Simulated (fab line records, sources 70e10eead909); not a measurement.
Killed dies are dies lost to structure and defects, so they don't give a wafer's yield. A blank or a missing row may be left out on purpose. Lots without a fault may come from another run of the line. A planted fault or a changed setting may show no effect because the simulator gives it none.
fab line records | flow nand_harc
record lots=6 wafers=18 last_day=24
route steps=1159 shown A_BLC@992 A_M0@994 END@1159
lots that met no fault: from a run of the same line without faults
start_h: hours from the record's first day to the start of the lot's first wafer shown | wait_h: hours since the lot's step before | " the same as in the row above | L1.1+2: a row that stands for several wafers | - no value, or no start given | * or withheld: withheld | < > ~ a bound
route shown NAME@n: a module of which the file shows steps, and the number in the route of the first | usual: mean/standard deviation of fault-free wafers | same: alike in all rows | chamber/n: place in a boat | sites: the reading at each site | _std_site: their standard deviation | _edge_site: outer sites' mean less inner sites' | radius_mm: how far each site lies from the wafer's centre | mask NAME#n: copy n | behind: the tool/chamber that last shaped the wafer | hold: why the lot was held/for how many hours/how that ended | device: the transistor (n, p or np) that didn't switch | end of line: the same wafers' tests at the end of the route | a step without rows: its recipe alone | killed: dies lost to structure and defects at the first sort, not the wafer's yield | map: a wafer's dies, x killed, . not, _ none there
set.NAME: the setting as run; set.NAME@STEP: as run at that earlier step | model.NAME: the simulator's own value behind a step, which no gauge read
lots at some steps of the route; a table a step, a row a wafer
services: from which hour (start_h, from the record's first day; less than 0 if before it) a tool's chamber was out of use, for how many hours, and why
## steps
# step NHARC_A_BLC_SRD_27
# step NHARC_A_BLC_INSPECT_28
# usual raw_defect_count=463/140
# columns lot.wafer tool chamber start_h wait_h raw_defect_count
L917.1 defect_inspect-02 - 405.79 0.1 648
L917.2 " - " " 734
L917.5 " - " " 495
L920.2 defect_inspect-02 - 440.12 0.1 665
L920.3 " - " " 476
L920.5 " - " " 397
L921.2 defect_inspect-01 - 448.95 0.1 469
L921.3 " - " " 459
L921.6 " - " " 801
L924.2 defect_inspect-01 - 454.67 0.1 490
L924.4 " - " " 537
L924.5 " - " " 574
L934.1 defect_inspect-02 - 502.24 0.1 676
L934.2 " - " " 699
L934.3 " - " " 614
L936.1 defect_inspect-01 - 521.37 0.1 595
L936.2 " - " " 790
L936.3 " - " " 500
# step NHARC_A_M0_DEP_00
# recipe target_thk_a=1500 target_thk_nm=150 temp_c=withheld pressure_torr=5 flow_sccm=200 rf_w=600 material=SiOC
# step NHARC_A_M0_DEHYDRATE_01
# recipe temp_c=150 time_s=120
# step NHARC_A_M0_HMDS_02
# recipe time_s=30
# step NHARC_A_M0_COAT_33
# recipe temp_c=200 time_s=65
# step NHARC_A_M0_COAT_03
# recipe spin_rpm=1500 resist_thk_nm=90
# step NHARC_A_M0_SOFTBAKE_04
# recipe temp_c=105 time_s=55
# step NHARC_A_M0_EBR_05
# step NHARC_A_M0_EXPOSE_06
# recipe na=1.35 target_cd_nm=80 dose_mj=83.25 mask_id=A_M0
# step NHARC_A_M0_PEB_07
# recipe peb_temp_c=100 peb_time_s=65
# step NHARC_A_M0_DEVELOP_08
# recipe develop_time_s=35 dev_temp_c=23
# usual developer_temp_C=23.00/0.1
# columns lot.wafer tool chamber start_h wait_h developer_temp_C
L917.1 litho_track-06 0 406 - 23.00
L917.2 " 0 " " 23.07
L917.5 " 0 " " 23.16
L920.2 litho_track-06 0 440 - 22.92
L920.3 " 0 " " 22.99
L920.5 " 0 " " 22.85
L921.2 litho_track-06 0 450 - 23.09
L921.3 " 0 " " 22.81
L921.6 " 0 " " 23.06
L924.2 litho_track-06 0 455 - 22.84
L924.4 " 0 " " 22.91
L924.5 " 0 " " 22.77
L934.1 litho_track-01 0 502 - 23.04
L934.2 " 0 " " 23.19
L934.3 " 0 " " 23.04
L936.1 litho_track-01 0 522 - 22.89
L936.2 " 0 " " 22.95
L936.3 " 0 " " 22.77
# step NHARC_A_M0_CD_MEAS_09
# recipe target_cd_nm=80 landing_energy_ev=500
# usual cd_nm=80.2/0.79
# columns lot.wafer tool chamber start_h wait_h cd_nm
L917.1 cd_sem-01 0 406.69 - 79.4
L917.2 " 0 " " 79.0
L917.5 " 0 " " 79.1
L920.2 cd_sem-02 0 441.02 - 80.5
L920.3 " 0 " " 78.9
L920.5 " 0 " " 80.1
L921.2 cd_sem-01 0 450.11 - 78.8
L921.3 " 0 " " 77.6
L921.6 " 0 " " 77.0
L924.2 cd_sem-01 0 455.71 - 78.5
L924.4 " 0 " " 76.4
L924.5 " 0 " " 78.0
L934.1 cd_sem-03 0 503.01 - 80.1
L934.2 " 0 " " 81.2
L934.3 " 0 " " 79.4
L936.1 cd_sem-01 0 522.49 - 81.1
L936.2 " 0 " " 80.5
L936.3 " 0 " " 80.4
# step NHARC_A_M0_OVL_MEAS_10
# recipe pitch_nm=160
# usual overlay_x_nm=-0.2/0.94 overlay_y_nm=0.0/0.85
# columns lot.wafer tool chamber start_h wait_h overlay_x_nm overlay_y_nm
L917.1 overlay-02 - 406.78 - -0.9 -2.6
L917.2 " - " " -0.9 -1.9
L917.5 " - " " -0.5 -1.9
L920.2 overlay-01 - 441.10 - -0.6 0.1
L920.3 " - " " -0.6 0.0
L920.5 " - " " -0.5 -0.2
L921.2 overlay-02 - 450.19 - -0.4 0.4
L921.3 " - " " -0.1 0.4
L921.6 " - " " -1.0 0.2
L924.2 overlay-01 - 455.79 - 0.0 -1.3
L924.4 " - " " 0.2 -1.2
L924.5 " - " " -0.5 -1.0
L934.1 overlay-02 - 503.10 - 1.0 -0.1
L934.2 " - " " 0.2 -0.3
L934.3 " - " " 0.3 0.0
L936.1 overlay-01 - 522.58 - -0.9 0.4
L936.2 " - " " -0.8 0.4
L936.3 " - " " -1.1 0.8
# step NHARC_END_SORT_01
# recipe temp_c=25
# usual defect_limited_yield=95.5/1.3 killed_at_array=26/8.4 killed_at_other=0.7/0.97 killed_at_periphery=3.2/2.2 killed_dies=30/8.5 killed_open=3.4/2 killed_short=2/1.3 sort_bin_2_pct=1.5/0.52 sort_bin_3_pct=0.21/0.18 sort_bin_4_pct=2.8/0.91 sort_n_pass=647/8.5 sort_rim_yield_pct=94.8/2.7 sort_yield_pct=95.5/1.3
# same gross_dies=677 sort_bin_5_pct[%]=0 sort_bin_6_pct[%]=0 sort_bin_7_pct[%]=0 sort_bin_8_pct[%]=0 sort_rim_n_gross=106.00
# columns lot.wafer tool chamber start_h wait_h defect_limited_yield[%] killed_at_array killed_at_other killed_at_periphery killed_dies killed_open killed_short sort_bin_2_pct[%] sort_bin_3_pct[%] sort_bin_4_pct[%] sort_n_pass sort_rim_yield_pct[%] sort_yield_pct[%]
L917.1 prober-02 0 457.39 2.5 95.1 25 3 5 33 2 1 1.8 0.30 2.8 644 94.3 95.1
L917.2 prober-02 0 458.20 2.8 94.5 34 1 2 37 6 1 1.5 0.30 3.7 640 95.3 94.5
L917.5 prober-02 0 460.64 3.8 95.7 22 3 4 29 2 2 0.9 0.44 3.0 648 96.2 95.7
L924.2 prober-01 0 498.47 2.8 96.5 18 1 5 24 2 1 0.9 0.15 2.5 653 89.6 96.5
L924.4 prober-01 0 500.05 3.4 96.2 24 1 1 26 4 2 1.3 0.30 2.2 651 99.1 96.2
L924.5 prober-01 0 500.84 3.7 97.2 17 0 2 19 1 2 0.9 0.15 1.8 658 98.1 97.2
L934.1 prober-02 0 544.19 2.5 94.1 37 0 3 40 7 3 1.3 0 4.6 637 94.3 94.1
L934.2 prober-02 0 544.97 2.8 94.4 32 0 6 38 1 4 1.9 0.59 3.1 639 95.3 94.4
L934.3 prober-02 0 545.76 3.1 95.0 31 0 3 34 3 2 1.8 0 3.2 643 93.4 95.0
# killed by level:class
L917.1 A_CHANNEL_HOLE_D1:chamber_film_flake=10 P_M1:chamber_film_flake=3 A_ZERO_WELL:chamber_film_flake=3 A_CHANNEL_FILL_D1:chamber_film_flake=3 A_WL_FILL:chamber_film_flake=3 A_CONTACT:chamber_film_flake=3 THIN_TSV:chamber_film_flake=3 P_M1:geometric_particle:open=1
L917.2 A_CHANNEL_HOLE_D1:chamber_film_flake=17 A_CONTACT:geometric_particle:open=3 A_WL_FILL:chamber_film_flake=3 A_ZERO_WELL:chamber_film_flake=2 A_CHANNEL_FILL_D1:chamber_film_flake=2 A_STAIRCASE:chamber_film_flake=2 A_CONTACT:chamber_film_flake=2 P_M0:geometric_particle:open=1
L917.5 A_CHANNEL_HOLE_D1:chamber_film_flake=7 A_CONTACT:chamber_film_flake=5 A_ZERO_WELL:chamber_film_flake=3 THIN_TSV:chamber_film_flake=3 P_M1:chamber_film_flake=2 A_WL_FILL:chamber_film_flake=2 P_CONTACT:geometric_particle:open=1 P_M1:geometric_particle:short=1
L924.2 A_SLIT:chamber_film_flake=9 A_STAIRCASE:chamber_film_flake=5 P_GATE:chamber_film_flake=4 A_BLC:geometric_particle:open=2 P_ZERO_WELL:chamber_film_flake=1 A_M0:geometric_particle:short=1 A_CHANNEL_HOLE_D1:chamber_film_flake=1 THIN_TSV:chamber_film_flake=1
L924.4 A_SLIT:chamber_film_flake=12 A_STAIRCASE:chamber_film_flake=3 A_M0:geometric_particle:open=2 A_CHANNEL_HOLE_D1:chamber_film_flake=2 A_CONTACT:chamber_film_flake=2 P_M0:geometric_particle:open=1 A_ONON_D1:geometric_particle:short=1 A_WL_FILL:geometric_particle:short=1
L924.5 A_SLIT:chamber_film_flake=8 A_CHANNEL_HOLE_D1:chamber_film_flake=5 A_STAIRCASE:chamber_film_flake=2 P_STI:geometric_particle:open=1 A_CHANNEL_HOLE_D1:geometric_particle:short=1 A_WL_FILL:geometric_particle:short=1 P_GATE:chamber_film_flake=1
L934.1 A_CHANNEL_HOLE_D1:chamber_film_flake=24 A_ZERO_WELL:chamber_film_flake=3 P_GATE:geometric_particle:open=2 A_SGD_CUT:geometric_particle:open=2 A_CONTACT:chamber_film_flake=2 P_CONTACT:geometric_particle:short=1 A_ONON_D1:geometric_particle:open=1 A_CHANNEL_HOLE_D1:geometric_particle:short=1
L934.2 A_CHANNEL_HOLE_D1:chamber_film_flake=19 A_ZERO_WELL:chamber_film_flake=4 A_CONTACT:chamber_film_flake=3 P_ZERO_WELL:chamber_film_flake=2 P_GATE:chamber_film_flake=2 P_CONTACT:geometric_particle:short=1 A_SOURCE_PLATE:geometric_particle:short=1 A_ONON_D1:geometric_particle:open=1
L934.3 A_CHANNEL_HOLE_D1:chamber_film_flake=19 A_CONTACT:chamber_film_flake=4 A_M0:geometric_particle:open=2 P_M2:chamber_film_flake=2 P_CONTACT:geometric_particle:open=1 A_SGD_CUT:geometric_particle:short=1 A_M0:geometric_particle:short=1 A_CHANNEL_FILL_D1:chamber_film_flake=1
## services
# columns tool chamber start_h hours kind
litho_track-06 - 384.86 - consumable_replace:filter
litho_track-01 - 443.00 7.0 pm
litho_track-06 - 467.01 7.0 pm
## key
first_sign step=NHARC_A_M0_CD_MEAS_09 reading=cd_nm direction=down sigmas=3.1 usual=80.2 struck=77.7
effect none on later readings
met_at NHARC_A_M0_DEVELOP_08
struck_wafers L921.2,L921.3,L921.6,L924.2,L924.4,L924.5
onset_between 440 450
fault kind=process_parameter_drift tool=litho_track-06 chamber=- onset_h=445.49 steps=NHARC_A_M0_DEVELOP_08 channel=develop_time_s offset=* shape=step end_h=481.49 acts_in=* stated=*
